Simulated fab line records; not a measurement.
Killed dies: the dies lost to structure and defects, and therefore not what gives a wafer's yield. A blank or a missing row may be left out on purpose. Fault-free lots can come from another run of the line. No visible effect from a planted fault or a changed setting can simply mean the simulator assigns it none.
Matching of chambers    flow n5_finfet    4 sister chambers for N5_BEOL_M8_ETCH_62 on rie_diel-04
The step etches SOC in N2/H2, target depth 110 nm, overetch 22 nm, time 165 s. 24 wafers are shown with their chamber, then 12 later ones without.

EACH WAFER AND ITS CHAMBER
wafer   chamber  drypump_motor_current_A (A)  showerhead_plenum_p_Torr (Torr)  throttle_valve_pct (%)
L074.1  1        6.4                          2.60                             17.6
L074.3  2        5.6                          2.41                             18.1
L074.6  2        5.6                          2.41                             18.1
L076.1  3        5.2                          2.71                             17.2
L076.4  0        6.0                          2.54                             18.3
L076.5  3        5.2                          2.71                             17.2
L077.1  0        6.0                          2.53                             18.3
L077.4  2        5.6                          2.41                             18.1
L077.5  2        5.6                          2.41                             18.1
L079.1  1        6.4                          2.59                             17.6
L079.4  2        5.6                          2.40                             18.1
L079.6  0        6.0                          2.53                             18.3
L080.1  3        5.1                          2.70                             17.3
L080.4  1        6.4                          2.59                             17.6
L080.6  1        6.4                          2.59                             17.6
L081.1  2        5.6                          2.40                             18.1
L081.2  1        6.4                          2.59                             17.6
L081.3  0        6.0                          2.53                             18.4
L081.4  3        5.2                          2.70                             17.3
L081.5  2        5.6                          2.40                             18.1
L081.6  3        5.2                          2.70                             17.3
L084.1  0        6.0                          2.53                             18.3
L084.4  3        5.2                          2.70                             17.3
L084.6  3        5.2                          2.70                             17.3

SIGNATURES (means of the wafers above)
reading                   chamber 0  chamber 1  chamber 2  chamber 3  scatter within a chamber
drypump_motor_current_A   6.000      6.400      5.600      5.186      0.0207
showerhead_plenum_p_Torr  2.5320     2.5920     2.4057     2.7029     0.00487
throttle_valve_pct        18.320     17.600     18.100     17.271     0.0334
Rule: a wafer lies at a distance from a chamber equal to the root of the sum of squares, over the readings, of (its reading less the chamber's mean, divided by the reading's scatter). The wafer belongs to the nearest chamber; if the next one is less than 2 further off, it can't be placed. The scatter is the square root of a quotient: the sum, over the shown wafers, of each reading's squared deviation from its chamber's mean, divided by wafers minus chambers.

WAFERS MISSING THEIR CHAMBER
wafer   drypump_motor_current_A (A)  showerhead_plenum_p_Torr (Torr)  throttle_valve_pct (%)
L089.2  6.4                          2.58                             17.6
L089.3  5.6                          2.39                             18.2
L089.6  5.6                          2.40                             18.2
L092.1  5.2                          2.69                             17.3
L092.2  6.0                          2.52                             18.4
L092.6  6.0                          2.52                             18.4
L095.2  6.4                          2.58                             17.7
L095.5  6.4                          2.58                             17.7
L095.6  6.0                          2.52                             18.4
L097.2  6.0                          2.52                             18.4
L097.3  6.4                          2.58                             17.7
L097.6  5.2                          2.68                             17.3

CHAMBER TAKEN BY EACH
wafer   from the rows above  in truth
L089.2  1                    1
L089.3  2                    2
L089.6  2                    2
L092.1  3                    3
L092.2  0                    0
L092.6  0                    0
L095.2  1                    1
L095.5  1                    1
L095.6  0                    0
L097.2  0                    0
L097.3  1                    1
L097.6  3                    3
Correctly placed: 12 of 12. Not placeable from these rows: 0. Placed wrongly: 0.
